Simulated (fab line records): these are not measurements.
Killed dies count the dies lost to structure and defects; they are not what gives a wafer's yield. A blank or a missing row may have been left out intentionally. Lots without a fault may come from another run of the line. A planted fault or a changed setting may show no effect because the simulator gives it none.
Split-lot trial    flow n5-finfet    on a route of 1938 steps: 7 lots, 21 wafers read

THE SPLIT
At N5_SD_EPI_N_EPI_21 (deposits Si:P, time 690 s), the setting epi-growth-time-s was moved away from the recipe's 690 s on 6 of the 21 wafers read, by -8.1% to +5.6%. The other wafers ran this setting at the recipe's value.

The reading is taken at the split's own step.

THE READING
Si-P_of_SD_EPI_N_EPI_21.thk-nm (the simulator's own value, which no gauge read), in nm, at N5_SD_EPI_N_EPI_21 (deposits Si:P, time 690 s). No usual value for it is given in the file. Here, 15 wafers ran the recipe; their average is 58.7 nm with a standard deviation of 0.65 nm.

wafer   tool, chamber at the split  epi-growth-time-s as run, s  against the recipe  Si-P_of_SD_EPI_N_EPI_21.thk-nm, nm  against lot-mates on the recipe
L074.2  epi-rpcvd-04, 0             690                          recipe              59                                  -
L074.3  epi-rpcvd-04, 0             690                          recipe              59                                  -
L074.6  epi-rpcvd-04, 0             690                          recipe              59.6                                -
L075.2  epi-rpcvd-02, 0             690                          recipe              58                                  -
L075.3  epi-rpcvd-02, 0             690                          recipe              58.2                                -
L075.6  epi-rpcvd-02, 0             690                          recipe              58.2                                -
L084.1  epi-rpcvd-02, 0             636.2                        -7.8%               54.8                                -3.2
L084.5  epi-rpcvd-02, 0             690                          recipe              57.8                                -
L084.6  epi-rpcvd-02, 0             690                          recipe              58.2                                -
L085.2  epi-rpcvd-04, 0             652.7                        -5.4%               57.4                                -1.6
L085.4  epi-rpcvd-04, 0             652.7                        -5.4%               57.2                                -1.8
L085.6  epi-rpcvd-04, 0             690                          recipe              59                                  -
L087.3  epi-rpcvd-02, 0             728.4                        +5.6%               60.4                                +0.9
L087.4  epi-rpcvd-02, 0             690                          recipe              59.6                                -
L087.6  epi-rpcvd-02, 0             690                          recipe              59.4                                -
L088.1  epi-rpcvd-04, 0             690                          recipe              57.6                                -
L088.3  epi-rpcvd-04, 0             634.3                        -8.1%               55.2                                -2.4
L088.4  epi-rpcvd-04, 0             634.3                        -8.1%               55.2                                -2.4
L090.2  epi-rpcvd-04, 0             690                          recipe              59.2                                -
L090.3  epi-rpcvd-04, 0             690                          recipe              59.4                                -
L090.5  epi-rpcvd-04, 0             690                          recipe              58.8                                -

THE FIT
A straight line over all 21 wafers: Si-P_of_SD_EPI_N_EPI_21.thk-nm changes by +0.398 nm for each +1% of epi-growth-time-s; r = +0.90; the points scatter about the line by 0.67 nm.
The same after taking each lot's own level away (the mean of its wafers on the recipe; 21 wafers): +0.302 nm for each +1%; r = +0.96; scatter 0.31 nm.
On that fit, the largest move of epi-growth-time-s shifts the reading by 2.4 nm.
The span of the lots' own levels, 57.60 to 59.50 nm, comes to 2.9 times the standard deviation stated above.
So the lot-to-lot level changes the slope: the two fits differ.
Check: for one of the wafers moved furthest among these (-8.1%), held out of the fit, the line's prediction against its lot-mates is -2.55 nm. Against them it came out at -2.4 nm.

THE OTHER SPLITS THESE WAFERS WENT THROUGH
These wafers also went through other splits before the reading. Each is held against what the fit with the lots' levels taken away leaves over:
other split on the same wafers      wafers away from the commonest value  r with Si-P_of_SD_EPI_N_EPI_21.thk-nm (lot level and that fit taken away)
N5_WELL_APT_COAT_02 spin-rpm        6                                     -0.38
N5_WELL_APT_EXPOSE_05 dose-mj       7                                     +0.12
N5_DUMMY_GATE_COAT_28 spin-rpm      5                                     -0.19
N5_SD_EPI_N_ETCH_45 target-depth-a  4                                     -0.17

FILE'S OWN FIT
Si-P_of_SD_EPI_N_EPI_21.thk-nm changes by +0.314 nm for each +1% of epi-growth-time-s, r = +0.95.
